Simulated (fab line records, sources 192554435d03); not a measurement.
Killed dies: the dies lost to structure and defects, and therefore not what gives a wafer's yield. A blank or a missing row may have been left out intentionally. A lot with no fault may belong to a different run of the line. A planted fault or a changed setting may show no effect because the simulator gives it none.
fab line records -- flow n5Finfet
record lots=7, wafers=39
route steps=1938 shown FIN_SAQP@102 DUMMY_GATE@246 GATE_CUT@469 MOL_CONTACT_COAG@613
startH: hours from the record's opening day to when the first of the lot's shown wafers began -- waitH: hours since the lot's step before -- " the same as in the row above -- L1.1+2: one row covering several wafers at once -- - no value, or no start was given -- * or withheld: withheld -- < > ~ a bound
route shown NAME@n: names a module that has steps shown in the file, with the first one's number in the route -- usual: mean and standard deviation over wafers with no fault -- same: alike in all rows -- chamber/n: place in a boat -- sites: each site's reading -- _std_site: the standard deviation of these -- _edge_site: inner sites' mean taken away from outer sites' mean -- radiusMm: how far each site lies from the wafer's centre -- mask NAME#n: copy n -- behind: the tool/chamber that last shaped the wafer -- hold: what put the lot on hold/how long, in hours/how the hold closed -- device: names the non-switching transistor (n, p or np) -- end of line: tests of these same wafers at the route's end -- a step without rows: its recipe alone -- killed: at the first sort, the dies lost to defects and structure; wafer yield is something else -- map: dies across one wafer; x = killed, . = not, _ = none there
set.NAME: the setting as run; set.NAME@STEP: as run at that earlier step -- model.NAME: the simulator's own value behind a step, which no gauge read
lots run with intentionally changed settings; tables by step, rows by wafer
## steps
# step N5_FIN_SAQP_HM_DEP_72
# recipe material=SiO2, targetThkA=120, tempC=400, precursor=SiH4/N2O, pressureTorr=0.75, rfW=275, timeS=7.2
lot.wafer,tool,chamber,startH,waitH,set.timeS,model.SiO2_of_FIN_SAQP_HM_DEP_72.thkNm
L074.3,pecvd-01,0,20.79,0.0,7.2,11.79
L074.5,pecvd-01,1,20.79,0.0,7.2,11.89
L074.6,pecvd-01,0,20.79,0.0,7.2,12.07
L078.1,pecvd-02,1,46.07,0.0,7.2,11.42
L078.2,pecvd-02,0,46.07,0.0,7.2,11.54
L078.3,pecvd-02,0,46.07,0.0,7.2,11.85
L078.4,pecvd-02,1,46.07,0.0,7.2,11.56
L078.5,pecvd-02,0,46.07,0.0,7.2,11.77
L078.6,pecvd-02,1,46.07,0.0,7.2,11.59
L080.1,pecvd-01,0,57.13,0.0,7.2,11.58
L080.2,pecvd-01,1,57.13,0.0,7.2,11.52
L080.3,pecvd-01,2,57.13,0.0,6.849,11.17
L080.4,pecvd-01,0,57.13,0.0,7.2,11.9
L080.5,pecvd-01,2,57.13,0.0,6.849,11.28
L080.6,pecvd-01,1,57.13,0.0,6.849,11.15
L081.1,pecvd-04,1,65.09,0.0,6.404,10.77
L081.2,pecvd-04,2,65.09,0.0,7.2,12.23
L081.3,pecvd-04,2,65.09,0.0,7.2,12.27
L081.4,pecvd-04,1,65.09,0.0,6.404,10.81
L081.5,pecvd-04,1,65.09,0.0,6.404,10.68
L081.6,pecvd-04,2,65.09,0.0,7.2,12.16
L083.1,pecvd-04,1,75.73,0.0,8.265,13.45
L083.2,pecvd-04,2,75.73,0.0,7.2,11.84
L083.3,pecvd-04,0,75.73,0.0,8.265,14.01
L083.4,pecvd-04,0,75.73,0.0,7.2,12.03
L083.5,pecvd-04,1,75.73,0.0,8.265,13.74
L083.6,pecvd-04,2,75.73,0.0,7.2,12.12
L086.1,pecvd-02,1,93.25,0.0,7.2,11.47
L086.2,pecvd-02,2,93.25,0.0,7.2,11.64
L086.3,pecvd-02,1,93.25,0.0,7.2,11.69
L086.4,pecvd-02,2,93.25,0.0,7.2,11.93
L086.5,pecvd-02,1,93.25,0.0,7.2,11.52
L086.6,pecvd-02,2,93.25,0.0,7.2,11.83
L095.1,pecvd-04,1,148.19,0.0,7.2,11.84
L095.2,pecvd-04,0,148.19,0.0,7.913,13.44
L095.3,pecvd-04,2,148.19,0.0,7.913,13.18
L095.4,pecvd-04,0,148.19,0.0,7.913,13.54
L095.5,pecvd-04,2,148.19,0.0,7.2,12.03
L095.6,pecvd-04,1,148.19,0.0,7.2,11.96
# step N5_FIN_SAQP_COAT_49
# recipe resist=SOC, tempC=250, timeS=60, spinRpm=1500, resistThkNm=100
# step N5_FIN_SAQP_COAT_50
# recipe resist=SiARC, tempC=220, timeS=60, spinRpm=1500, resistThkNm=35
# step N5_FIN_SAQP_ETCH_52
# recipe chemistry=N2/H2, target=SOC, targetDepthA=1000, overetchA=200, maskMaterial=SiARC, tempC=40, timeS=150, ionEnergyEv=200, pressureMtorr=30, sourceW=840, biasW=150, n2FlowSccm=200, h2FlowSccm=200, ends=endPoint
# step N5_FIN_SAQP_STRIP_53
# recipe chemistry=N2/H2, tempC=40, n2FlowSccm=200, h2FlowSccm=200, rfFrequencyHz=6e+07
# step N5_FIN_SAQP_HM_OPEN_73
# recipe chemistry=CHF3/O2, target=SiO2, stopOn=a-Si, targetDepthA=120, overEtchFrac=1.8, maskMaterial=SOC, timeS=16.8, pressureMtorr=30, sourceW=650, biasW=170, Ar_flow_sccm=200, CHF3_flow_sccm=50, O2_flow_sccm=5, ionEnergyEv=200, ends=endPoint
lot.wafer,tool,chamber,startH,waitH,set.timeS@FIN_SAQP_HM_DEP_72,model.etch.depthNm
L074.3,rieDiel-05,3,21.43,0.0,7.2,11.79
L074.5,rieDiel-05,0,21.43,0.0,7.2,11.89
L074.6,rieDiel-05,3,21.43,0.0,7.2,12.07
L078.1,rieDiel-04,2,46.84,0.0,7.2,11.42
L078.2,rieDiel-04,3,46.84,0.0,7.2,11.54
L078.3,rieDiel-04,0,46.84,0.0,7.2,11.85
L078.4,rieDiel-04,2,46.84,0.0,7.2,11.56
L078.5,rieDiel-04,3,46.84,0.0,7.2,11.77
L078.6,rieDiel-04,0,46.84,0.0,7.2,11.59
L080.1,rieDiel-01,1,59.18,0.0,7.2,11.58
L080.2,rieDiel-01,0,59.18,0.0,7.2,11.52
L080.3,rieDiel-01,2,59.18,0.0,6.849,11.17
L080.4,rieDiel-01,3,59.18,0.0,7.2,11.9
L080.5,rieDiel-01,3,59.18,0.0,6.849,11.28
L080.6,rieDiel-01,2,59.18,0.0,6.849,11.15
L081.1,rieDiel-01,0,65.86,0.0,6.404,10.77
L081.2,rieDiel-01,3,65.86,0.0,7.2,12.23
L081.3,rieDiel-01,1,65.86,0.0,7.2,12.27
L081.4,rieDiel-01,2,65.86,0.0,6.404,10.81
L081.5,rieDiel-01,3,65.86,0.0,6.404,10.68
L081.6,rieDiel-01,0,65.86,0.0,7.2,12.16
L083.1,rieDiel-04,0,76.47,0.0,8.265,13.45
L083.2,rieDiel-04,3,76.47,0.0,7.2,11.84
L083.3,rieDiel-04,1,76.47,0.0,8.265,14.01
L083.4,rieDiel-04,2,76.47,0.0,7.2,12.03
L083.5,rieDiel-04,0,76.47,0.0,8.265,13.74
L083.6,rieDiel-04,1,76.47,0.0,7.2,12.12
L086.1,rieDiel-04,0,94.01,0.0,7.2,11.47
L086.2,rieDiel-04,1,94.01,0.0,7.2,11.64
L086.3,rieDiel-04,3,94.01,0.0,7.2,11.69
L086.4,rieDiel-04,2,94.01,0.0,7.2,11.93
L086.5,rieDiel-04,3,94.01,0.0,7.2,11.52
L086.6,rieDiel-04,0,94.01,0.0,7.2,11.83
L095.1,rieDiel-01,2,148.93,0.0,7.2,11.84
L095.2,rieDiel-01,1,148.93,0.0,7.913,13.44
L095.3,rieDiel-01,0,148.93,0.0,7.913,13.18
L095.4,rieDiel-01,3,148.93,0.0,7.913,13.54
L095.5,rieDiel-01,0,148.93,0.0,7.2,12.03
L095.6,rieDiel-01,1,148.93,0.0,7.2,11.96
# step N5_FIN_SAQP_SPACER1_ALD_24
# recipe material=SiO2, targetThkA=203, tempC=300, aldPrecursorFamily=BDEAS, aldCoReactant=O2-plasma, pulseTimeS=1, purgeTimeS=2, coReactantPurgeTimeS=2, aldCycles=218, pressureTorr=2
lot.wafer,tool,chamber,startH,waitH,set.tempC,model.SiO2_of_FIN_SAQP_SPACER1_ALD_24.thkNm
L074.3+5,aldSin-03,2,23.24,1.0,300,20.4
L074.6,aldSin-03,3,23.24,1.0,300,20.2
L078.1,aldSin-03,1,48.18,0.7,312.8,19.8
L078.2+3,aldSin-03,"2,3",48.18,0.7,300,20.4
L078.4,aldSin-03,0,48.18,0.7,300,20.6
L078.5+6,aldSin-03,"0,3",48.18,0.7,312.8,20
L080.1+2+5+6,aldSin-01,"3,2,3,0",60.28,0.4,300,20.4
L080.3+4,aldSin-01,"1,0",60.28,0.4,300,20.2
L081.1,aldSin-04,0,70.57,2.0,300,20
L081.2+3+4+5+6,aldSin-04,"3,2,1,0,1",70.57,2.0,300,20.2
L083.1,aldSin-03,1,77.38,0.3,300,20.2
L083.2+3+4,aldSin-03,"2,0,3",77.38,0.3,307.1,20.2
L083.5+6,aldSin-03,"3,0",77.38,0.3,300,20.4
L086.1+2+3,aldSin-01,"3,1,2",95.22,0.3,300,20.2
L086.4+6,aldSin-01,0,95.22,0.3,309,20
L086.5,aldSin-01,1,95.22,0.3,309,19.8
L095.1+4,aldSin-03,"3,0",150.34,0.8,300,20.4
L095.2+5,aldSin-03,"2,0",150.34,0.8,285.9,21.4
L095.3,aldSin-03,1,150.34,0.8,300,20.2
L095.6,aldSin-03,1,150.34,0.8,285.9,21.2
# step N5_DUMMY_GATE_ETCH_32
# recipe chemistry=CF4, target=SiO2, targetDepthA=35, timeS=3.9, ionEnergyEv=350, pressureMtorr=10, icpW=800, biasW=400, cf4FlowSccm=80
lot.wafer,tool,chamber,startH,waitH,set.timeS,model.etch.depthNm
L074.3,rieSi-05,3,47.95,0.1,3.9,3.458
L074.5,rieSi-05,3,47.95,0.1,3.9,3.435
L074.6,rieSi-05,0,47.95,0.1,3.9,3.638
L078.1,rieSi-05,3,75.45,0.1,4.558,4.08
L078.2,rieSi-05,0,75.45,0.1,4.558,4.312
L078.3,rieSi-05,1,75.45,0.1,3.9,3.373
L078.4,rieSi-05,2,75.45,0.1,3.9,3.658
L078.5,rieSi-05,2,75.45,0.1,4.558,4.274
L078.6,rieSi-05,3,75.45,0.1,3.9,3.499
L080.1,rieSi-06,1,92.01,0.1,2.997,2.716
L080.2,rieSi-06,2,92.01,0.1,3.9,3.427
L080.3,rieSi-06,0,92.01,0.1,2.997,2.857
L080.4,rieSi-06,3,92.01,0.1,3.9,3.452
L080.5,rieSi-06,0,92.01,0.1,2.997,2.872
L080.6,rieSi-06,1,92.01,0.1,3.9,3.497
L081.1,rieSi-06,0,99.66,0.1,3.9,3.706
L081.2,rieSi-06,2,99.66,0.1,3.9,3.442
L081.3,rieSi-06,3,99.66,0.1,4.496,3.949
L081.4,rieSi-06,1,99.66,0.1,4.496,4.045
L081.5,rieSi-06,1,99.66,0.1,4.496,4.027
L081.6,rieSi-06,2,99.66,0.1,3.9,3.424
L083.1,rieSi-03,2,103.49,0.1,3.9,3.681
L083.2,rieSi-03,3,103.49,0.1,3.128,2.815
L083.3,rieSi-03,0,103.49,0.1,3.9,3.619
L083.4,rieSi-03,1,103.49,0.1,3.9,3.716
L083.5,rieSi-03,2,103.49,0.1,3.128,2.944
L083.6,rieSi-03,3,103.49,0.1,3.128,2.776
L086.1,rieSi-05,3,118.71,0.1,3.9,3.482
L086.2,rieSi-05,0,118.71,0.1,3.63,3.407
L086.3,rieSi-05,1,118.71,0.1,3.9,3.401
L086.4+5,rieSi-05,2,118.71,0.1,3.63,3.421
L086.6,rieSi-05,3,118.71,0.1,3.9,3.505
L095.1,rieSi-06,0,173.71,0.1,3.9,3.687
L095.2,rieSi-06,3,173.71,0.1,3.9,3.442
L095.3,rieSi-06,1,173.71,0.1,3.9,3.446
L095.4,rieSi-06,2,173.71,0.1,3.9,3.387
L095.5,rieSi-06,2,173.71,0.1,3.9,3.429
L095.6,rieSi-06,3,173.71,0.1,3.9,3.428
# step N5_GATE_CUT_ETCH_58
# recipe chemistry=CH3F/O2, target=SiNx, targetDepthA=170, timeS=128.6, ionEnergyEv=50, pressureMtorr=30, sourceW=415, biasW=21, Ar_flow_sccm=150, CH3F_flow_sccm=30, O2_flow_sccm=20
lot.wafer,tool,chamber,startH,waitH,set.timeS,model.etch.depthNm
L074.3,rieDiel-03,2,81.03,0.2,128.6,17.44
L074.5,rieDiel-03,3,81.03,0.2,128.6,17.39
L074.6,rieDiel-03,0,81.03,0.2,128.6,18.54
L078.1,rieDiel-06,2,108.80,0.0,128.6,16.69
L078.2,rieDiel-06,0,108.80,0.0,128.6,16.99
L078.3,rieDiel-06,1,108.80,0.0,145.5,18.83
L078.4,rieDiel-06,3,108.80,0.0,145.5,19.15
L078.5,rieDiel-06,1,108.80,0.0,145.5,18.72
L078.6,rieDiel-06,0,108.80,0.0,128.6,16.97
L080.1,rieDiel-06,0,124.15,0.0,140,18.34
L080.2,rieDiel-06,3,124.15,0.0,140,18.63
L080.3,rieDiel-06,2,124.15,0.0,128.6,16.58
L080.4,rieDiel-06,1,124.15,0.0,128.6,16.57
L080.5,rieDiel-06,3,124.15,0.0,128.6,17.02
L080.6,rieDiel-06,2,124.15,0.0,140,18.17
L081.1,rieDiel-02,0,130.62,0.0,115.3,14.85
L081.2,rieDiel-02,3,130.62,0.0,128.6,16.9
L081.3,rieDiel-02,2,130.62,0.0,115.3,15.11
L081.4,rieDiel-02,1,130.62,0.0,115.3,15.57
L081.5+6,rieDiel-02,"2,3",130.62,0.0,128.6,16.75
L083.1,rieDiel-06,2,135.34,0.0,128.6,16.58
L083.2,rieDiel-06,1,135.34,0.0,114,14.7
L083.3,rieDiel-06,0,135.34,0.0,128.6,17.07
L083.4,rieDiel-06,3,135.34,0.0,114,15.14
L083.5,rieDiel-06,1,135.34,0.0,114,14.59
L083.6,rieDiel-06,2,135.34,0.0,128.6,16.51
L086.1,rieDiel-03,3,151.50,0.0,128.6,17.24
L086.2,rieDiel-03,1,151.50,0.0,128.6,17.46
L086.3,rieDiel-03,0,151.50,0.0,107,15.68
L086.4,rieDiel-03,2,151.50,0.0,107,14.63
L086.5,rieDiel-03,1,151.50,0.0,107,14.39
L086.6,rieDiel-03,0,151.50,0.0,128.6,18.8
L095.1,rieDiel-06,3,206.39,0.1,128.6,17.02
L095.2,rieDiel-06,2,206.39,0.1,128.6,16.86
L095.3,rieDiel-06,0,206.39,0.1,142.7,18.78
L095.4,rieDiel-06,1,206.39,0.1,128.6,16.47
L095.5,rieDiel-06,1,206.39,0.1,142.7,18.19
L095.6,rieDiel-06,0,206.39,0.1,142.7,18.95
# step N5_MOL_CONTACT_COAG_ETCHBACK_136
# recipe chemistry=CHF3, target=SiO2, targetDepthA=250, timeS=16.7, ionEnergyEv=200, pressureMtorr=30, sourceW=610, biasW=170, Ar_flow_sccm=200, CHF3_flow_sccm=50
lot.wafer,tool,chamber,startH,waitH,set.targetDepthA
L074.3+5+6,rieDiel-04,"2,3,2",101.40,0.0,250
L078.1+2+3+4+5+6,rieDiel-05,"0,3,1,2,1,2",127.46,0.0,250
L080.1+4+5,rieDiel-01,"1,0,0",146.19,0.0,267
L080.2+3+6,rieDiel-01,"2,3,3",146.19,0.0,250
L081.1+3+5,rieDiel-05,"3,2,0",150.19,0.0,217.6
L081.2+4+6,rieDiel-05,"1,0,1",150.19,0.0,250
L083.1+2+6,rieDiel-05,"1,0,2",156.55,0.0,271.1
L083.3+4+5,rieDiel-05,"3,2,3",156.55,0.0,250
L086.1+3+5,rieDiel-04,"0,3,0",172.44,0.0,225.7
L086.2+4+6,rieDiel-04,"2,1,1",172.44,0.0,250
L095.1+2+3+4+5+6,rieDiel-01,"1,0,2,1,0,2",227.72,0.0,250
# step N5_MOL_CONTACT_COAG_STRIP_120
# recipe chemistry=CHF3, resist=SiARC, rfFrequencyHz=6e+07
# step N5_MOL_CONTACT_COAG_VIA_ETCH_117
# recipe chemistry=C4F6/O2, targetDepthA=400, overetchA=80, maskMaterial=SOC, target=SiO2, biasW=455, pressureMtorr=10, timeS=26, sourceW=325, Ar_flow_sccm=300, C4F6_flow_sccm=10, O2_flow_sccm=10, ionEnergyEv=575.3, ends=endPoint
lot.wafer,tool,chamber,startH,waitH,set.targetDepthA@MOL_CONTACT_COAG_ETCHBACK_136,model.etch.depthNm,model.MOL_CONTACT_COAG.featureDepthNm
L074.3,rieDiel-04,2,101.44,0.0,250,40.73,40.8
L074.5,rieDiel-04,3,101.44,0.0,250,40.17,40.2
L074.6,rieDiel-04,2,101.44,0.0,250,40.61,40.6
L078.1,rieDiel-05,0,127.49,0.0,250,40.24,40.2
L078.2,rieDiel-05,3,127.49,0.0,250,39.94,40
L078.3,rieDiel-05,1,127.49,0.0,250,40.23,40.2
L078.4,rieDiel-05,2,127.49,0.0,250,39.49,39.4
L078.5,rieDiel-05,1,127.49,0.0,250,40.17,40.2
L078.6,rieDiel-05,2,127.49,0.0,250,39.47,39.4
L080.1,rieDiel-01,1,146.22,0.0,267,38.64,38.6
L080.2,rieDiel-01,2,146.22,0.0,250,40.1,40.2
L080.3,rieDiel-01,3,146.22,0.0,250,40.31,40.4
L080.4,rieDiel-01,0,146.22,0.0,267,38.49,38.4
L080.5,rieDiel-01,0,146.22,0.0,267,38.19,38.2
L080.6,rieDiel-01,3,146.22,0.0,250,40.29,40.2
L081.1,rieDiel-05,3,150.22,0.0,217.6,43.71,43.8
L081.2,rieDiel-05,1,150.22,0.0,250,40.44,40.4
L081.3,rieDiel-05,2,150.22,0.0,217.6,42.99,43
L081.4,rieDiel-05,0,150.22,0.0,250,40.49,40.4
L081.5,rieDiel-05,0,150.22,0.0,217.6,43.58,43.6
L081.6,rieDiel-05,1,150.22,0.0,250,40.41,40.4
L083.1,rieDiel-05,1,156.58,0.0,271.1,38.45,38.4
L083.2,rieDiel-05,0,156.58,0.0,271.1,38.38,38.4
L083.3,rieDiel-05,3,156.58,0.0,250,40.71,40.8
L083.4,rieDiel-05,2,156.58,0.0,250,40.15,40.2
L083.5,rieDiel-05,3,156.58,0.0,250,40.64,40.6
L083.6,rieDiel-05,2,156.58,0.0,271.1,37.89,37.8
L086.1,rieDiel-04,0,172.48,0.0,225.7,42.78,42.8
L086.2,rieDiel-04,2,172.48,0.0,250,41.07,41
L086.3,rieDiel-04,3,172.48,0.0,225.7,42.45,42.4
L086.4,rieDiel-04,1,172.48,0.0,250,39.62,39.6
L086.5,rieDiel-04,0,172.48,0.0,225.7,42.68,42.6
L086.6,rieDiel-04,1,172.48,0.0,250,39.47,39.4
L095.1,rieDiel-01,1,227.75,0.0,250,40.68,40.6
L095.2,rieDiel-01,0,227.75,0.0,250,40.16,40.2
L095.3,rieDiel-01,2,227.75,0.0,250,40.33,40.4
L095.4,rieDiel-01,1,227.75,0.0,250,40.36,40.4
L095.5,rieDiel-01,0,227.75,0.0,250,40.1,40.2
L095.6,rieDiel-01,2,227.75,0.0,250,40.42,40.4
## key
split step=N5_FIN_SAQP_HM_DEP_72, setting=timeS, stated=7.2, by=wafer
response step=N5_FIN_SAQP_HM_DEP_72, reading=model.SiO2_of_FIN_SAQP_HM_DEP_72.thkNm, change=+0.126, per=1%, r=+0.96
response step=N5_FIN_SAQP_HM_OPEN_73, reading=model.etch.depthNm, change=+0.126, per=1%, r=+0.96
split step=N5_FIN_SAQP_SPACER1_ALD_24, setting=tempC, stated=300, by=wafer
response step=N5_FIN_SAQP_SPACER1_ALD_24, reading=model.SiO2_of_FIN_SAQP_SPACER1_ALD_24.thkNm, change=-0.147, per=1%, r=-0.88
split step=N5_DUMMY_GATE_ETCH_32, setting=timeS, stated=3.9, by=wafer
response step=N5_DUMMY_GATE_ETCH_32, reading=model.etch.depthNm, change=+0.0341, per=1%, r=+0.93
split step=N5_GATE_CUT_ETCH_58, setting=timeS, stated=128.6, by=wafer
response step=N5_GATE_CUT_ETCH_58, reading=model.etch.depthNm, change=+0.168, per=1%, r=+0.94
split step=N5_MOL_CONTACT_COAG_ETCHBACK_136, setting=targetDepthA, stated=250, by=wafer
response step=N5_MOL_CONTACT_COAG_VIA_ETCH_117, reading=model.etch.depthNm, change=-0.25, per=1%, r=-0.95
response step=N5_MOL_CONTACT_COAG_VIA_ETCH_117, reading=model.MOL_CONTACT_COAG.featureDepthNm, change=-0.256, per=1%, r=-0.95
